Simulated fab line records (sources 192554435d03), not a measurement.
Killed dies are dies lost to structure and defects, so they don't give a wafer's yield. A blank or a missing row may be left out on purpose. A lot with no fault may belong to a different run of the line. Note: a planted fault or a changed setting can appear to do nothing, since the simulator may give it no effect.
Chamber matching -- flow n5 finfet -- pecvd-02 running N5_BEOL_M8_PECVD_70: 3 sister chambers
The step deposits SiO2 from TEOS/O2, target thk 20 nm, time 22.7 s. 6 wafers are shown with their chamber, then 8 later ones without.

== EACH WAFER AND ITS CHAMBER ==
wafer,chamber,showerhead plenum p Torr (Torr),throttle valve pct (%)
L086.6,1,8.73,21.9
L084.1,2,8.83,21.0
L087.2,0,8.69,22.6
L087.4,0,8.68,22.6
L087.6,2,8.83,21.0
L090.2,1,8.73,22.3

== WAFERS WHOSE CHAMBER IS MISSING ==
wafer,showerhead plenum p Torr (Torr),throttle valve pct (%)
L090.4,8.80,21.2
L090.6,8.73,21.8
L093.4,8.82,21.2
L093.5,8.67,23.0
L093.6,8.75,21.6
L095.2,8.75,22.0
L095.5,8.82,21.0
L095.6,8.70,22.9

== EACH ONE'S CHAMBER ==
wafer,from the rows above,in truth
L090.4,2,2
L090.6,1,1
L093.4,2,2
L093.5,0,0
L093.6,1,1
L095.2,1,1
L095.5,2,2
L095.6,0,0
Placed correctly: 8 of 8. Not placeable from these rows: 0. Number placed wrongly: 0.
How it was worked out, from the rows above alone: a wafer's distance from a chamber is the root of the sum, over the readings, of the square of ((its reading less the chamber's mean) divided by the reading's scatter). The wafer belongs to the nearest chamber; if the next one is less than 2 further off, it can't be placed. For every chamber, the mean is computed from those of its wafers that are shown. The scatter: take each reading less its chamber's mean, square it, sum over the shown wafers, divide by the number of wafers less the number of chambers, and take the root.
